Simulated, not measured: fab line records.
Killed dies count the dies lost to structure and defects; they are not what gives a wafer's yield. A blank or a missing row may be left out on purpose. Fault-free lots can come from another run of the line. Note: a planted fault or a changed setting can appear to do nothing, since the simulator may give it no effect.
Chamber matching | flow n5 finfet | N5_DUMMY_GATE_ETCH_23 on rie si-02: 4 sister chambers
The step etches poly-Si in HBr/Cl2/O2, target depth 41 nm, time 22.3 s. 8 wafers are shown with their chamber, then 8 later ones without.

EACH WAFER AND ITS CHAMBER
wafer  | chamber | throttle valve pct (%) | oes product au (a.u.)
L079.4 | 2       | 36.87                  | 0.994
L083.1 | 2       | 36.86                  | 0.995
L084.1 | 3       | 37.63                  | 1.009
L084.3 | 1       | 37.29                  | 0.972
L084.6 | 3       | 37.64                  | 1.016
L085.1 | 1       | 37.29                  | 0.985
L085.6 | 0       | 37.10                  | 0.981
L086.3 | 0       | 37.10                  | 0.971

WAFERS WHOSE CHAMBER IS MISSING
wafer  | throttle valve pct (%) | oes product au (a.u.)
L086.4 | 37.64                  | 1.007
L086.5 | 36.85                  | 0.991
L088.1 | 36.87                  | 1.014
L088.3 | 37.09                  | 0.979
L088.6 | 37.63                  | 1.021
L092.4 | 37.28                  | 0.963
L092.5 | 37.62                  | 1.014
L092.6 | 36.86                  | 0.997

THE CHAMBER EACH PASSED THROUGH
wafer  | from the rows above | in truth
L086.4 | 3                   | 3
L086.5 | 2                   | 2
L088.1 | 2                   | 2
L088.3 | 0                   | 0
L088.6 | 3                   | 3
L092.4 | 1                   | 1
L092.5 | 3                   | 3
L092.6 | 2                   | 2
Correct placement for 8 of the 8. Not placeable from these rows: 0. Number placed wrongly: 0.
How it was worked out, from the rows above alone: a wafer's distance from a chamber is the root of the sum, over the readings, of the square of ((its reading less the chamber's mean) divided by the reading's scatter). If the next closest chamber is less than 2 further off than the closest, the wafer can't be placed; otherwise it belongs to the closest. Each chamber's mean is taken over the wafers shown for it. The scatter: take each reading less its chamber's mean, square it, sum over the shown wafers, divide by the number of wafers less the number of chambers, and take the root.
